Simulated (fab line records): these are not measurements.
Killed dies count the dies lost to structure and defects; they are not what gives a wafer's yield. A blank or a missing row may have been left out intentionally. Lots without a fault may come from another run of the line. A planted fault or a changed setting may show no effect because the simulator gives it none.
fab line records	flow n5_finfet
record: lots: 24	wafers: 72	last_day: 19
route steps=1938 shown BEOL_M3@931
lots untouched by any fault: they come from a run of this same line in which no faults occurred
start_h: hours from the record's opening day to when the first of the lot's shown wafers began	wait_h: time in hours since the lot's previous step	" unchanged from the row above	L1.1+2: a single row standing in for several wafers	- either no value or no given start	* or withheld: withheld	< > ~ a bound
route shown NAME@n: names a module that has steps shown in the file, with the first one's number in the route	usual: mean/standard deviation of fault-free wafers	same: alike in all rows	chamber/n: place in a boat	sites: per-site readings	_std_site: how widely they spread, as a standard deviation	_edge_site: mean of outer sites minus mean of inner sites	radius_mm: for every site, how far away it sits from the centre of the wafer	mask NAME#n: copy n	behind: tool/chamber where the wafer was last shaped	hold: cause of the lot's hold/its duration in hours/its outcome	device: the n, p or np transistor that did not switch	end of line: tests run on the same wafers once the route is complete	step lacking rows: just its recipe	killed: dies lost to structure and defects at the first sort, not the wafer's yield	map: a wafer's dies, x killed, . not, _ none there
set.NAME: the run value of the setting; set.NAME@STEP: its run value at that earlier step	model.NAME: the simulator's own value behind a step, which no gauge read
the route's steps for a sample of lots (tables are steps, rows are wafers)
services: from which hour (start_h, from the record's first day; less than 0 if before it) a tool's chamber was out of use, for how many hours, and why
== steps ==
step: N5_BEOL_M3_ILD_DEP_00
recipe: material: SiOC	target_thk_a: 790	temp_c: 350	precursor: DEMS/O2	pressure_torr: 5	rf_w: 500	time_s: 15.3
usual: heater_power_w: 509/55	showerhead_plenum_p_Torr: 5.698/0.02	showerhead_vpp_V: 1341/76	throttle_valve_pct: 12.0/0.7
lot.wafer	tool	chamber	start_h	wait_h	heater_power_w	showerhead_plenum_p_Torr	showerhead_vpp_V	throttle_valve_pct
L074.1	pecvd-02	2	158.90	0.0	510	5.716	1356	11.6
L074.4	"	1	"	"	518	5.726	1219	13.2
L074.6	"	0	"	"	479	5.658	1329	11.9
L075.1	pecvd-02	1	159.72	0.0	529	5.737	1224	13.1
L075.2	"	0	"	"	497	5.642	1356	11.8
L075.6	"	0	"	"	502	5.658	1363	11.8
L078.2	pecvd-02	2	162.57	0.0	532	5.707	1330	11.7
L078.3	"	0	"	"	508	5.666	1328	11.9
L078.6	"	2	"	"	534	5.715	1322	11.6
L077.4	pecvd-04	1	166.67	0.1	655	5.720	1354	13.3
L077.5	"	0	"	"	607	5.679	1529	12.1
L077.6	"	2	"	"	483	5.699	1339	12.0
L079.1	pecvd-01	0	181.61	0.0	475	5.692	1425	12.0
L079.4	"	0	"	"	490	5.698	1430	11.6
L079.6	"	2	"	"	485	5.712	1402	11.4
L080.2	pecvd-01	1	181.81	0.0	560	5.701	1307	10.7
L080.4	"	1	"	"	554	5.684	1259	10.8
L080.5	"	2	"	"	458	5.686	1392	11.6
L081.1	pecvd-02	0	201.76	0.0	410	5.675	1344	11.9
L081.2	"	1	"	"	512	5.733	1236	13.2
L081.6	"	0	"	"	413	5.673	1323	11.9
L082.1	pecvd-02	1	217.79	0.0	498	5.714	1230	13.2
L082.3	"	0	"	"	505	5.660	1350	11.9
L082.4	"	2	"	"	546	5.717	1347	11.8
L083.2	pecvd-01	0	217.99	0.0	530	5.703	1386	11.8
L083.3	"	1	"	"	523	5.693	1287	10.8
L083.6	"	1	"	"	512	5.692	1272	11.0
L084.1	pecvd-02	2	244.02	0.0	492	5.707	1332	11.3
L084.3	"	0	"	"	502	5.685	1332	11.6
L084.4	"	2	"	"	486	5.715	1311	11.7
L085.1	pecvd-01	0	262.82	0.0	533	5.693	1434	12.1
L085.4	"	2	"	"	456	5.709	1388	11.7
L085.6	"	0	"	"	506	5.677	1438	11.7
L087.1	pecvd-01	2	266.47	0.0	463	5.701	1371	11.9
L087.2	"	1	"	"	574	5.682	1268	11.0
L087.5	"	0	"	"	521	5.698	1426	11.9
L086.2	pecvd-01	2	266.81	0.0	441	5.704	1401	11.9
L086.4	"	2	"	"	448	5.672	1402	11.7
L086.5	"	1	"	"	585	5.691	1281	10.9
L089.2	pecvd-02	2	270.33	0.0	512	5.700	1333	11.7
L089.3	"	1	"	"	490	5.724	1221	13.2
L089.5	"	1	"	"	497	5.715	1242	13.0
L076.3	pecvd-02	1	272.30	0.0	513	5.730	1237	13.0
L076.4	"	2	"	"	534	5.721	1313	11.6
L076.6	"	0	"	"	500	5.665	1369	11.6
L090.2	pecvd-04	2	272.98	0.0	503	5.722	1333	12.2
L090.4	"	2	"	"	509	5.730	1341	11.7
L090.6	"	0	"	"	520	5.679	1533	12.0
L088.2	pecvd-01	2	278.26	0.0	419	5.699	1393	11.5
L088.3	"	2	"	"	416	5.701	1381	11.7
L088.6	"	0	"	"	443	5.692	1407	11.7
L091.2	pecvd-02	2	279.86	0.0	485	5.724	1343	11.7
L091.5	"	2	"	"	499	5.695	1327	11.7
L091.6	"	1	"	"	451	5.701	1234	13.1
L092.1	pecvd-04	1	281.80	0.0	596	5.697	1344	13.4
L092.2	"	0	"	"	607	5.676	1548	12.2
L092.4	"	0	"	"	577	5.672	1526	11.9
L093.2	pecvd-04	1	285.03	0.0	658	5.711	1359	13.4
L093.4	"	1	"	"	661	5.722	1330	13.1
L093.6	"	2	"	"	515	5.700	1329	12.0
L094.1	pecvd-01	0	288.49	0.0	528	5.684	1428	12.1
L094.3	"	2	"	"	410	5.682	1422	11.6
L094.4	"	0	"	"	533	5.692	1443	11.9
L095.2	pecvd-02	1	288.75	0.0	485	5.714	1224	13.0
L095.5	"	1	"	"	492	5.720	1240	12.9
L095.6	"	0	"	"	506	5.665	1345	11.8
L096.2	pecvd-02	0	292.00	0.0	499	5.674	1367	11.9
L096.5	"	1	"	"	419	5.715	1227	13.2
L096.6	"	2	"	"	486	5.715	1326	11.5
L097.1	pecvd-02	1	297.64	0.0	515	5.737	1240	12.8
L097.5	"	1	"	"	502	5.719	1248	13.3
L097.6	"	0	"	"	501	5.688	1353	11.7
step: N5_BEOL_M3_ETCH_74
recipe: chemistry: N2/H2	target: underlayer	target_depth_a: 65	mask_material: CAR-EUV	time_s: 5.2	ion_energy_ev: 200	pressure_mtorr: 30	source_w: 840	bias_w: 150	n2_flow_sccm: 200	h2_flow_sccm: 200	ends: cleared
usual: drypump_motor_current_A: 5.5/0.34	etch_rf_on_time_s: 5.21/0.15	oes_product_au: 0.64/0.066	rf_vpp_V: 522.8/2.6	showerhead_plenum_p_Torr: 2.50/0.083	throttle_valve_pct: 17.89/0.23
lot.wafer	tool	chamber	start_h	wait_h	drypump_motor_current_A	etch_rf_on_time_s	oes_product_au	rf_hours_counter_h	rf_vpp_V	showerhead_plenum_p_Torr	throttle_valve_pct
L074.1	rie_diel-02	2	160.21	0.0	5.5	5.24	0.61	226	523.0	2.51	17.79
L074.4	"	3	"	"	5.7	5.21	0.61	214	524.1	2.51	18.17
L074.6	"	2	"	"	5.5	5.25	0.60	-	522.0	2.51	17.79
L075.1	rie_diel-02	3	163.36	0.0	5.7	5.20	0.61	215	521.3	2.51	18.19
L075.2	"	2	"	"	5.5	5.25	0.61	227	523.2	2.51	17.79
L075.6	"	2	"	"	5.5	5.27	0.60	-	524.3	2.51	17.79
L078.2	rie_diel-06	3	163.69	0.0	5.4	5.20	0.64	170	519.6	2.43	18.12
L078.3	"	2	"	"	5.2	5.20	0.61	213	527.7	2.64	17.99
L078.6	"	3	"	"	5.4	5.23	0.64	-	518.8	2.43	18.11
L077.4	rie_diel-02	1	169.35	0.0	6.0	5.48	0.61	-	521.1	2.43	17.64
L077.5	"	3	"	"	5.7	5.24	0.61	-	523.8	2.51	18.19
L077.6	"	2	"	"	5.5	5.37	0.60	-	524.5	2.51	17.79
L079.1	rie_diel-04	2	182.88	0.0	5.2	5.37	0.63	163	526.0	2.66	18.11
L079.4	"	1	"	"	6.3	5.18	0.59	229	521.1	2.41	18.16
L079.6	"	1	"	"	6.2	5.15	0.60	-	518.3	2.41	18.16
L080.2	rie_diel-02	0	183.05	0.0	5.4	5.22	0.86	0	526.1	2.59	17.65
L080.4	"	2	"	"	5.5	5.26	0.61	233	523.7	2.51	17.81
L080.5	"	1	"	"	6.1	5.37	0.60	-	520.8	2.43	17.66
L081.1	rie_diel-02	1	202.73	0.0	6.0	5.49	0.59	190	520.6	2.43	17.68
L081.2	"	0	"	"	5.4	5.18	0.81	7	526.6	2.59	17.67
L081.6	"	3	"	"	5.7	5.27	0.60	-	522.6	2.51	18.19
L082.1	rie_diel-02	2	220.95	0.0	5.5	5.26	0.59	247	523.5	2.51	17.84
L082.3	"	3	"	"	5.7	5.23	0.60	234	525.8	2.50	18.20
L082.4	"	1	"	"	6.1	5.41	0.59	196	520.9	2.43	17.67
L083.2	rie_diel-02	0	221.18	0.0	5.4	5.22	0.79	13	527.6	2.59	17.65
L083.3	"	3	"	"	5.7	5.28	0.59	234	521.1	2.50	18.20
L083.6	"	0	"	"	5.4	5.24	0.78	-	524.6	2.59	17.66
L084.1	rie_diel-04	3	244.72	0.0	5.7	5.06	0.58	245	522.5	2.50	18.09
L084.3	"	0	"	"	5.8	5.07	0.78	32	521.6	2.50	17.57
L084.4	"	2	"	"	5.3	5.33	0.61	179	524.1	2.66	18.11
L085.1	rie_diel-06	0	263.65	0.0	4.9	5.29	0.72	45	522.8	2.48	17.63
L085.4	"	3	"	"	5.4	5.20	0.62	191	520.6	2.42	18.13
L085.6	"	3	"	"	5.3	5.15	0.61	-	522.0	2.42	18.17
L087.1	rie_diel-04	2	267.79	0.0	5.3	5.33	0.61	184	524.3	2.65	18.14
L087.2	"	0	"	"	5.8	5.09	0.77	37	523.3	2.50	17.62
L087.5	"	0	"	"	5.8	5.05	0.77	-	521.5	2.50	17.60
L086.2	rie_diel-04	0	268.01	0.0	5.8	5.12	0.77	38	520.2	2.49	17.60
L086.4	"	2	"	"	5.3	5.43	0.60	-	528.1	2.65	18.14
L086.5	"	3	"	"	5.7	5.08	0.58	-	523.7	2.50	18.14
L089.2	rie_diel-04	3	272.58	0.0	5.6	5.07	0.57	252	522.8	2.50	18.13
L089.3	"	2	"	"	5.3	5.40	0.61	186	528.6	2.65	18.15
L089.5	"	2	"	"	5.2	5.37	0.60	-	526.8	2.65	18.11
L076.3	rie_diel-06	1	273.63	0.0	5.6	4.95	0.63	222	520.2	2.40	17.70
L076.4	"	3	"	"	5.4	5.19	0.61	195	521.1	2.42	18.13
L076.6	"	1	"	"	5.6	4.91	0.62	-	517.2	2.40	17.69
L090.2	rie_diel-06	3	273.96	0.0	5.3	5.22	0.61	195	519.2	2.42	18.19
L090.4	"	1	"	"	5.7	4.96	0.63	222	522.2	2.40	17.70
L090.6	"	2	"	"	5.2	5.19	0.60	-	527.5	2.63	18.06
L088.2	rie_diel-06	0	281.56	0.0	4.9	5.38	0.70	51	522.2	2.48	17.65
L088.3	"	1	"	"	5.6	5.04	0.62	224	521.3	2.40	17.70
L088.6	"	0	"	"	4.9	5.35	0.71	-	522.3	2.48	17.62
L091.2	rie_diel-06	3	281.81	0.0	5.4	5.24	0.61	197	520.1	2.42	18.17
L091.5	"	1	"	"	5.6	4.96	0.62	-	520.2	2.40	17.72
L091.6	"	0	"	"	4.9	5.33	0.70	-	521.5	2.48	17.61
L092.1	rie_diel-06	2	283.00	0.0	5.2	5.12	0.60	235	524.1	2.63	18.03
L092.2	"	3	"	"	5.3	5.17	0.61	197	520.9	2.42	18.17
L092.4	"	1	"	"	5.7	4.94	0.62	224	520.8	2.40	17.73
L093.2	rie_diel-06	0	288.23	0.0	4.9	5.28	0.71	53	522.6	2.48	17.64
L093.4	"	3	"	"	5.4	5.18	0.61	199	521.7	2.42	18.20
L093.6	"	2	"	"	5.2	5.10	0.60	-	525.4	2.63	18.03
L094.1	rie_diel-06	0	289.21	0.0	4.9	5.35	0.70	54	522.5	2.48	17.62
L094.3	"	3	"	"	5.4	5.25	0.60	199	522.8	2.42	18.18
L094.4	"	1	"	"	5.7	4.98	0.62	226	522.0	2.40	17.76
L095.2	rie_diel-06	2	289.72	0.0	5.2	5.15	0.59	237	526.0	2.63	18.05
L095.5	"	0	"	"	4.9	5.39	0.71	-	521.7	2.48	17.63
L095.6	"	1	"	"	5.6	4.95	0.63	-	518.2	2.40	17.69
L096.2	rie_diel-06	1	292.88	0.0	5.7	4.96	0.62	228	521.3	2.39	17.71
L096.5	"	0	"	"	4.9	5.34	0.69	-	522.7	2.48	17.63
L096.6	"	1	"	"	5.7	4.94	0.63	-	521.4	2.39	17.72
L097.1	rie_diel-06	3	299.72	0.0	5.3	5.19	0.60	202	521.9	2.42	18.19
L097.5	"	2	"	"	5.2	5.07	0.59	-	526.7	2.62	18.06
L097.6	"	1	"	"	5.7	4.93	0.62	-	522.7	2.39	17.70
step: N5_BEOL_M3_ALD_98
recipe: material: SiO2	target_thk_a: 25	temp_c: 100	ald_precursor_family: BDEAS	ald_co_reactant: O2-plasma	pulse_time_s: 1	co_reactant_pulse_time_s: 1	purge_time_s: 2	co_reactant_purge_time_s: 2	ald_cycles: 17	pressure_torr: 2
usual: heater_power_w: 78/7.1	precursor_pulse_height_rel: 1.000/0.02
lot.wafer	tool	chamber	start_h	wait_h	heater_power_w	precursor_pulse_height_rel
L074.1	ald_sin-01	0	161.57	0.4	69	1.012
L074.4	"	2	"	"	80	1.005
L074.6	"	3	"	"	69	0.989
L075.1	ald_sin-02	1	165.27	0.7	74	0.987
L075.2	"	0	"	"	68	0.959
L075.6	"	1	"	"	75	0.991
L078.2	ald_sin-02	0	165.47	0.7	68	1.005
L078.3	"	2	"	"	69	1.017
L078.6	"	2	"	"	71	1.004
L077.4	ald_sin-02	1	170.31	0.0	78	1.028
L077.5	"	3	"	"	87	0.964
L077.6	"	0	"	"	67	0.994
L079.1	ald_sin-03	0	184.32	0.4	83	0.980
L079.4	"	1	"	"	72	0.980
L079.6	"	2	"	"	80	1.032
L080.2	ald_sin-03	1	184.41	0.3	74	1.024
L080.4	"	3	"	"	85	1.020
L080.5	"	3	"	"	83	1.001
L081.1	ald_sin-01	0	204.36	0.4	70	1.019
L081.2	"	2	"	"	79	0.981
L081.6	"	2	"	"	80	0.990
L082.1	ald_sin-03	3	222.02	0.1	84	0.993
L082.3	"	0	"	"	87	1.016
L082.4	"	1	"	"	72	1.060
L083.2	ald_sin-01	0	222.35	0.1	68	1.000
L083.3	"	1	"	"	89	0.999
L083.6	"	0	"	"	70	1.034
L084.1	ald_sin-03	2	245.88	0.2	76	1.031
L084.3	"	1	"	"	72	0.984
L084.4	"	3	"	"	84	1.001
L085.1	ald_sin-03	2	265.08	0.3	78	1.002
L085.4	"	0	"	"	86	1.010
L085.6	"	0	"	"	85	0.984
L087.1	ald_sin-01	1	269.55	0.5	88	1.008
L087.2	"	3	"	"	69	1.034
L087.5	"	1	"	"	88	0.997
L086.2	ald_sin-01	0	269.64	0.5	69	1.000
L086.4	"	1	"	"	86	0.973
L086.5	"	0	"	"	68	0.993
L089.2	ald_sin-01	2	275.56	1.7	81	0.981
L089.3	"	3	"	"	68	1.031
L089.5	"	1	"	"	89	0.988
L076.3	ald_sin-01	0	275.66	0.8	72	1.016
L076.4	"	2	"	"	80	1.005
L076.6	"	1	"	"	90	1.011
L090.2	ald_sin-01	0	275.75	0.7	70	1.010
L090.4	"	3	"	"	70	0.995
L090.6	"	3	"	"	68	0.993
L088.2	ald_sin-02	0	283.19	0.3	67	0.992
L088.3	"	2	"	"	68	0.999
L088.6	"	0	"	"	67	1.013
L091.2	ald_sin-01	0	283.48	0.2	72	0.997
L091.5	"	1	"	"	87	0.988
L091.6	"	3	"	"	70	0.982
L092.1	ald_sin-03	2	284.23	0.1	71	1.021
L092.2	"	0	"	"	80	1.018
L092.4	"	1	"	"	77	0.991
L093.2	ald_sin-03	3	289.69	0.4	83	0.970
L093.4	"	2	"	"	71	1.013
L093.6	"	1	"	"	77	0.987
L094.1	ald_sin-03	2	290.31	0.1	71	1.025
L094.3	"	0	"	"	81	0.966
L094.4	"	3	"	"	83	0.981
L095.2	ald_sin-01	1	291.01	0.1	90	0.989
L095.5	"	3	"	"	68	0.995
L095.6	"	0	"	"	70	1.054
L096.2	ald_sin-02	3	294.40	0.5	86	0.996
L096.5	"	3	"	"	85	1.014
L096.6	"	0	"	"	68	0.993
L097.1	ald_sin-03	0	300.92	0.1	80	1.030
L097.5	"	0	"	"	79	0.995
L097.6	"	1	"	"	76	0.977
step: N5_BEOL_M3_VIA_ETCH_34
recipe: chemistry: C4F6/O2	target_depth_a: 694	mask_material: SOC	pressure_mtorr: 15	ion_energy_ev: 250	taper_deg: 4	time_s: 65.9	source_w: 350	bias_w: 170	Ar_flow_sccm: 300	C4F6_flow_sccm: 10	O2_flow_sccm: 10
usual: drypump_motor_current_A: 5.5/0.38	oes_product_au: 0.77/0.088	rf_vpp_V: 667/13	showerhead_plenum_p_Torr: 2.82/0.11	throttle_valve_pct: 30.81/0.21
lot.wafer	tool	chamber	start_h	wait_h	drypump_motor_current_A	oes_product_au	rf_hours_counter_h	rf_vpp_V	showerhead_plenum_p_Torr	throttle_valve_pct
L074.1	rie_diel-02	1	177.93	0.0	6.1	0.71	181	666	2.71	30.40
L074.4	"	3	"	"	5.7	0.71	-	643	2.79	30.81
L074.6	"	1	"	"	6.0	0.71	-	666	2.71	30.39
L075.1	rie_diel-02	3	182.79	0.0	5.7	0.70	221	644	2.78	30.80
L075.2	"	2	"	"	5.5	0.71	233	692	2.81	30.59
L075.6	"	2	"	"	5.5	0.71	-	691	2.81	30.61
L078.2	rie_diel-06	3	196.09	0.0	5.4	0.74	178	674	2.72	31.19
L078.3	"	1	"	"	5.7	0.73	205	668	2.73	30.89
L078.6	"	1	"	"	5.7	0.74	-	669	2.73	30.89
L077.4	rie_diel-04	2	209.14	0.0	5.3	0.72	171	678	2.97	30.92
L077.5	"	3	"	"	5.7	0.68	-	653	2.78	30.71
L077.6	"	2	"	"	5.3	0.73	-	678	2.97	30.91
L079.1	rie_diel-06	3	222.73	0.0	5.3	0.73	182	670	2.72	31.18
L079.4	"	1	"	"	5.7	0.73	209	668	2.73	30.91
L079.6	"	1	"	"	5.7	0.74	-	670	2.73	30.90
L080.2	rie_diel-06	0	225.98	0.0	4.9	0.87	36	678	2.78	30.54
L080.4	"	1	"	"	5.7	0.74	209	668	2.73	30.90
L080.5	"	3	"	"	5.3	0.73	-	672	2.72	31.20
L081.1	rie_diel-02	0	229.63	0.0	5.4	0.93	15	673	2.90	30.59
L081.2	"	1	"	"	6.0	0.70	198	664	2.70	30.43
L081.6	"	2	"	"	5.5	0.70	-	692	2.80	30.60
L082.1	rie_diel-06	1	238.17	0.0	5.6	0.73	213	669	2.73	30.91
L082.3	"	3	"	"	5.4	0.73	186	673	2.72	31.20
L082.4	"	0	"	"	4.9	0.86	40	678	2.78	30.55
L083.2	rie_diel-04	2	243.23	0.0	5.3	0.72	179	678	2.96	30.91
L083.3	"	0	"	"	5.8	0.90	31	646	2.80	30.68
L083.6	"	3	"	"	5.6	0.67	-	651	2.77	30.70
L084.1	rie_diel-04	2	255.54	0.0	5.2	0.71	181	679	2.96	30.91
L084.3	"	3	"	"	5.6	0.67	247	651	2.77	30.72
L084.4	"	0	"	"	5.8	0.90	34	647	2.79	30.69
L085.1	rie_diel-04	3	280.65	0.0	5.7	0.67	255	652	2.77	30.71
L085.4	"	2	"	"	5.3	0.71	-	679	2.96	30.91
L085.6	"	0	"	"	5.8	0.88	-	646	2.79	30.70
L087.1	rie_diel-06	3	280.69	0.0	5.4	0.72	196	671	2.71	31.21
L087.2	"	1	"	"	5.6	0.72	224	666	2.72	30.90
L087.5	"	3	"	"	5.4	0.72	-	671	2.71	31.23
L086.2	rie_diel-04	3	281.15	0.0	5.6	0.66	255	653	2.77	30.72
L086.4	"	0	"	"	5.8	0.89	-	645	2.79	30.69
L086.5	"	3	"	"	5.6	0.67	-	652	2.77	30.71
L089.2	rie_diel-06	1	295.29	0.0	5.7	0.72	228	669	2.72	30.93
L089.3	"	0	"	"	4.9	0.83	55	678	2.77	30.56
L089.5	"	0	"	"	4.9	0.84	-	679	2.77	30.56
L076.3	rie_diel-06	0	295.68	0.0	4.9	0.83	56	677	2.77	30.56
L076.4	"	3	"	"	5.4	0.72	201	671	2.71	31.21
L076.6	"	1	"	"	5.7	0.73	-	668	2.72	30.91
L090.2	rie_diel-04	1	299.26	0.0	6.3	0.98	4	661	3.05	30.87
L090.4	"	1	"	"	6.3	0.97	-	661	3.05	30.86
L090.6	"	2	"	"	5.3	0.70	-	676	2.95	30.92
L088.2	rie_diel-04	0	314.44	0.0	5.8	0.87	55	646	2.79	30.71
L088.3	"	1	"	"	6.3	0.94	9	662	3.05	30.87
L088.6	"	2	"	"	5.2	0.70	-	680	2.95	30.91
L091.2	rie_diel-06	1	315.19	0.0	5.7	0.72	235	668	2.72	30.93
L091.5	"	0	"	"	4.9	0.81	-	678	2.77	30.57
L091.6	"	3	"	"	5.4	0.71	-	672	2.71	31.22
L092.1	rie_diel-04	1	321.73	0.0	6.3	0.93	13	661	3.05	30.88
L092.2	"	2	"	"	5.2	0.69	206	679	2.95	30.93
L092.4	"	2	"	"	5.2	0.70	-	679	2.95	30.94
L093.2	rie_diel-04	0	326.19	0.0	5.8	0.85	61	645	2.78	30.70
L093.4	"	2	"	"	5.3	0.69	-	678	2.95	30.94
L093.6	"	1	"	"	6.3	0.93	-	660	3.04	30.87
L094.1	rie_diel-04	0	326.58	0.0	5.8	0.84	61	647	2.78	30.70
L094.3	"	1	"	"	6.3	0.92	16	660	3.04	30.87
L094.4	"	1	"	"	6.3	0.92	-	660	3.04	30.88
L095.2	rie_diel-06	1	329.43	0.0	5.7	0.72	241	668	2.72	30.93
L095.5	"	3	"	"	5.4	0.71	-	671	2.71	31.21
L095.6	"	0	"	"	4.9	0.81	-	678	2.77	30.57
L096.2	rie_diel-04	3	329.64	0.0	5.7	1.00	1	653	2.77	30.36
L096.5	"	2	"	"	5.2	0.70	-	679	2.95	30.94
L096.6	"	1	"	"	6.2	0.92	-	660	3.04	30.88
L097.1	rie_diel-06	1	332.68	0.0	5.7	0.71	242	669	2.72	30.95
L097.5	"	1	"	"	5.6	0.70	-	668	2.72	30.93
L097.6	"	0	"	"	4.9	0.80	-	678	2.77	30.58
step: N5_BEOL_M3_SPUTTER_79
recipe: material: Cu	target_thk_a: 45	temp_c: -20	chamber_pressure_pa: 0.07	power_w: withheld	time_s: 8.29
usual: chuck_sensor_temp_C: -16.1/0.6	throttle_valve_pct: 30.2/0.71
lot.wafer	tool	chamber	start_h	wait_h	chuck_sensor_temp_C	throttle_valve_pct
L074.1	pvd_sputter-03	-	181.09	0.1	-16.1	29.8
L074.4	"	-	"	"	-15.4	30.9
L074.6	"	-	"	"	-17.0	29.5
L075.1	pvd_sputter-02	-	184.11	0.1	-15.8	31.0
L075.2	"	-	"	"	-16.2	30.4
L075.6	"	-	"	"	-16.2	30.3
L078.2	pvd_sputter-03	-	197.44	0.1	-17.2	29.7
L078.3	"	-	"	"	-15.4	31.1
L078.6	"	-	"	"	-15.9	29.7
L077.4	pvd_sputter-02	-	210.54	0.1	-16.2	30.4
L077.5	"	-	"	"	-16.3	30.1
L077.6	"	-	"	"	-16.3	30.8
L079.1	pvd_sputter-03	-	224.62	0.1	-17.1	29.3
L079.4	"	-	"	"	-15.3	30.8
L079.6	"	-	"	"	-17.2	29.2
L080.2	pvd_sputter-03	-	227.40	0.1	-15.3	31.2
L080.4	"	-	"	"	-15.5	30.1
L080.5	"	-	"	"	-15.3	31.1
L081.1	pvd_sputter-03	-	231.01	0.1	-15.9	29.4
L081.2	"	-	"	"	-16.9	29.4
L081.6	"	-	"	"	-15.4	31.1
L082.1	pvd_sputter-02	-	239.50	0.1	-16.4	30.3
L082.3	"	-	"	"	-15.8	29.1
L082.4	"	-	"	"	-16.0	31.2
L083.2	pvd_sputter-02	-	244.50	0.1	-16.1	31.1
L083.3	"	-	"	"	-16.3	30.8
L083.6	"	-	"	"	-15.6	29.1
L084.1	pvd_sputter-02	-	256.88	0.1	-16.0	31.1
L084.3	"	-	"	"	-16.3	30.6
L084.4	"	-	"	"	-15.8	29.1
L085.1	pvd_sputter-03	-	282.39	0.1	-15.3	30.0
L085.4	"	-	"	"	-16.2	29.8
L085.6	"	-	"	"	-16.0	29.9
L087.1	pvd_sputter-01	-	282.52	0.1	-16.4	31.2
L087.2	"	-	"	"	-17.1	30.9
L087.5	"	-	"	"	-16.5	30.8
L086.2	pvd_sputter-02	-	284.21	0.1	-16.2	30.3
L086.4	"	-	"	"	-15.8	29.3
L086.5	"	-	"	"	-16.0	31.0
L076.3	pvd_sputter-03	-	297.13	0.1	-16.9	29.3
L076.4	"	-	"	"	-15.3	30.8
L076.6	"	-	"	"	-16.0	29.8
L089.2	pvd_sputter-02	-	297.23	0.1	-16.3	30.4
L089.3	"	-	"	"	-16.1	31.3
L089.5	"	-	"	"	-15.8	31.0
L090.2	pvd_sputter-03	-	300.50	0.1	-15.2	31.1
L090.4	"	-	"	"	-15.9	29.9
L090.6	"	-	"	"	-17.2	29.1
L088.2	pvd_sputter-03	-	317.23	0.1	-17.1	29.3
L088.3	"	-	"	"	-16.0	29.6
L088.6	"	-	"	"	-15.2	30.3
L091.2	pvd_sputter-01	-	318.44	0.1	-17.4	31.0
L091.5	"	-	"	"	-17.2	30.9
L091.6	"	-	"	"	-15.8	29.5
L092.1	pvd_sputter-03	-	325.25	0.1	-15.4	31.1
L092.2	"	-	"	"	-16.0	30.0
L092.4	"	-	"	"	-17.2	29.6
L093.2	pvd_sputter-03	-	327.68	0.1	-15.4	30.2
L093.4	"	-	"	"	-15.3	31.1
L093.6	"	-	"	"	-17.1	29.4
L094.1	pvd_sputter-01	-	328.85	0.1	-15.6	29.5
L094.3	"	-	"	"	-17.2	30.9
L094.4	"	-	"	"	-16.5	29.3
L095.2	pvd_sputter-03	-	330.97	0.1	-16.9	29.7
L095.5	"	-	"	"	-15.3	31.1
L095.6	"	-	"	"	-15.4	30.3
L096.2	pvd_sputter-01	-	331.07	0.1	-15.5	29.2
L096.5	"	-	"	"	-16.6	29.2
L096.6	"	-	"	"	-15.6	29.4
L097.1	pvd_sputter-02	-	334.24	0.1	-16.2	31.0
L097.5	"	-	"	"	-16.4	30.8
L097.6	"	-	"	"	-16.1	30.4
step: N5_BEOL_M3_ANNEAL_82
recipe: temp_c: 400	time_s: 240	ambient: vacuum
usual: heater_power_w: 805/65
lot.wafer	tool	chamber	start_h	wait_h	heater_power_w
L074.1	pvd_sputter-03	-	181.39	0.0	774
L074.4	"	-	"	"	723
L074.6	"	-	"	"	933
L075.1	pvd_sputter-02	-	184.41	0.0	821
L075.2	"	-	"	"	802
L075.6	"	-	"	"	797
L078.2	pvd_sputter-03	-	197.74	0.0	928
L078.3	"	-	"	"	734
L078.6	"	-	"	"	798
L077.4	pvd_sputter-02	-	210.84	0.0	803
L077.5	"	-	"	"	826
L077.6	"	-	"	"	826
L079.1	pvd_sputter-03	-	224.92	0.0	920
L079.4	"	-	"	"	735
L079.6	"	-	"	"	935
L080.2	pvd_sputter-03	-	227.70	0.0	703
L080.4	"	-	"	"	833
L080.5	"	-	"	"	750
L081.1	pvd_sputter-03	-	231.31	0.0	788
L081.2	"	-	"	"	917
L081.6	"	-	"	"	742
L082.1	pvd_sputter-02	-	239.80	0.0	809
L082.3	"	-	"	"	713
L082.4	"	-	"	"	830
L083.2	pvd_sputter-02	-	244.80	0.0	799
L083.3	"	-	"	"	798
L083.6	"	-	"	"	738
L084.1	pvd_sputter-02	-	257.18	0.0	779
L084.3	"	-	"	"	802
L084.4	"	-	"	"	730
L085.1	pvd_sputter-03	-	282.69	0.0	829
L085.4	"	-	"	"	771
L085.6	"	-	"	"	775
L087.1	pvd_sputter-01	-	282.82	0.0	902
L087.2	"	-	"	"	794
L087.5	"	-	"	"	875
L086.2	pvd_sputter-02	-	284.51	0.0	772
L086.4	"	-	"	"	722
L086.5	"	-	"	"	813
L076.3	pvd_sputter-03	-	297.43	0.0	934
L076.4	"	-	"	"	717
L076.6	"	-	"	"	823
L089.2	pvd_sputter-02	-	297.53	0.0	794
L089.3	"	-	"	"	811
L089.5	"	-	"	"	808
L090.2	pvd_sputter-03	-	300.80	0.0	720
L090.4	"	-	"	"	786
L090.6	"	-	"	"	952
L088.2	pvd_sputter-03	-	317.53	0.0	931
L088.3	"	-	"	"	757
L088.6	"	-	"	"	845
L091.2	pvd_sputter-01	-	318.74	0.0	787
L091.5	"	-	"	"	809
L091.6	"	-	"	"	847
L092.1	pvd_sputter-03	-	325.55	0.0	713
L092.2	"	-	"	"	781
L092.4	"	-	"	"	947
L093.2	pvd_sputter-03	-	327.98	0.0	834
L093.4	"	-	"	"	757
L093.6	"	-	"	"	938
L094.1	pvd_sputter-01	-	329.15	0.0	852
L094.3	"	-	"	"	823
L094.4	"	-	"	"	745
L095.2	pvd_sputter-03	-	331.27	0.0	916
L095.5	"	-	"	"	712
L095.6	"	-	"	"	843
L096.2	pvd_sputter-01	-	331.37	0.0	853
L096.5	"	-	"	"	746
L096.6	"	-	"	"	844
L097.1	pvd_sputter-02	-	334.54	0.0	835
L097.5	"	-	"	"	790
L097.6	"	-	"	"	815
== services ==
tool	chamber	start_h	hours	kind
pecvd-01	0	139.76	7.1	repair
rie_diel-02	1	154.13	5.4	repair
rie_diel-04	3	167.41	8.7	repair
pecvd-02	-	171.92	1.4	repair
pecvd-02	-	175.34	2.1	repair
rie_diel-02	-	179.40	1.0	repair
rie_diel-06	2	189.08	10.0	repair
ald_sin-03	3	193.74	3.0	repair
pvd_sputter-03	-	205.12	1.6	repair
rie_diel-06	2	226.76	7.4	repair
rie_diel-04	3	236.60	5.9	repair
pvd_sputter-01	-	237.91	1.1	repair
ald_sin-01	-	244.06	1.3	repair
rie_diel-02	-	257.06	72.1	repair
ald_sin-03	-	268.43	14.0	pm
ald_sin-01	2	276.38	17.0	repair
ald_sin-01	1	292.81	2.0	repair
rie_diel-04	3	294.15	6.5	repair
pecvd-02	-	298.59	3.4	repair
ald_sin-03	2	298.75	6.0	repair
ald_sin-03	3	312.96	10.0	repair
pecvd-02	-	326.95	0.6	repair
rie_diel-02	-	329.20	14.6	pm
rie_diel-06	3	331.95	2.6	repair
== key ==
fault none
